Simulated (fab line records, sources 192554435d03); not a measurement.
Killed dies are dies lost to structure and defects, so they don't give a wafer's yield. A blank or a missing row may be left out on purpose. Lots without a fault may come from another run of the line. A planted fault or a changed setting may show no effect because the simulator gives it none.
One fault seen from 2 desks | flow n5_finfet | each desk has only its own numbers; what lay behind them comes last

THE METROLOGY DESK
What the gauges read, lot by lot, whatever tool the lot ran on: means of the sampled wafers that have a number. A lot is out of limits, marked OUT, if its mean lies more than 4 standard deviations from the usual mean; the brackets give that distance.
Columns: A = M13_THK at N5_BEOL_M13_THK_MEAS_50, usual 415 nm; B = M14_ILD_THK at N5_BEOL_M14_THK_MEAS_01, usual 1121 nm; C = cd_nm at N5_BEOL_M14_CD_MEAS_17, usual 249.9 nm
lot  | first seen here | A   | B              | C
L444 | day 11 08:08    | 407 | 1123           | 247.9
L443 | day 11 14:31    | 423 | 1119           | 251.6
L450 | day 12 14:56    | 415 | 1761 (+38) OUT | 254.2
L451 | day 12 19:03    | 412 | 1750 (+37) OUT | 256.1
L457 | day 14 08:29    | 413 | 1116           | 252.5
L458 | day 14 17:35    | 419 | 1116           | 250.1
L462 | day 15 10:53    | 426 | 1106           | 249.7
L461 | day 15 20:01    | 410 | 1114           | 250.4
L465 | day 16 07:27    | 420 | 1102           | 248.4
L466 | day 16 16:26    | 416 | 1129           | 249.1
This desk's finding: out of limits on L450, L451; first on L450, day 12 15:19 (M14_ILD_THK at N5_BEOL_M14_THK_MEAS_01). In limits: L444, L443, L457, L458, L462, L461, L465, L466.

THE TOOL OWNER'S DESK: pecvd-04
The tool's own readings at N5_BEOL_M14_ILD_DEP_00 (deposits SiO2 from TEOS/O2, target thk 1119.3 nm, time 237.4 s): means of the sampled wafers that have a number, for each lot that ran on this tool. A lot is out of limits, marked OUT, if its mean lies more than 4 standard deviations from the usual mean; the brackets give that distance.
Columns: A = heater_power_w at N5_BEOL_M14_ILD_DEP_00, usual 560 W; B = run_length_s at N5_BEOL_M14_ILD_DEP_00, usual 280.6 s; C = showerhead_plenum_p_Torr at N5_BEOL_M14_ILD_DEP_00, usual 8.344 Torr; D = throttle_valve_pct at N5_BEOL_M14_ILD_DEP_00, usual 18.4 %
lot  | first seen here | A   | B                       | C     | D
L450 | day 12 15:08    | 587 | 418.6 (+99 or more) OUT | 8.335 | 18.6
L451 | day 12 19:14    | 583 | 418.7 (+99 or more) OUT | 8.376 | 18.8
L466 | day 16 16:38    | 598 | 280.6                   | 8.318 | 18.3
This desk's finding: out of limits on L450, L451; first on L450, day 12 15:08 (run_length_s at N5_BEOL_M14_ILD_DEP_00). In limits: L466.

PUT TOGETHER
The tool owner's desk could have raised an alarm at day 12 15:08, on L450, L451.
The metrology desk could have raised an alarm at day 12 15:19, on L450, L451.
Of the lots named, all ran N5_BEOL_M14_ILD_DEP_00 on pecvd-04.

WHAT THE SIMULATOR HAD PUT IN
Process parameter drift: pecvd-04, from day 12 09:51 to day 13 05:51, at N5_BEOL_M14_ILD_DEP_00. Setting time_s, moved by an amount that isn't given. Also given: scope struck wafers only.
Lots struck among those shown: L450, L451.
Hours from the fault's start to each desk's first reading out of limits: the tool owner's desk, 5; the metrology desk, 5.
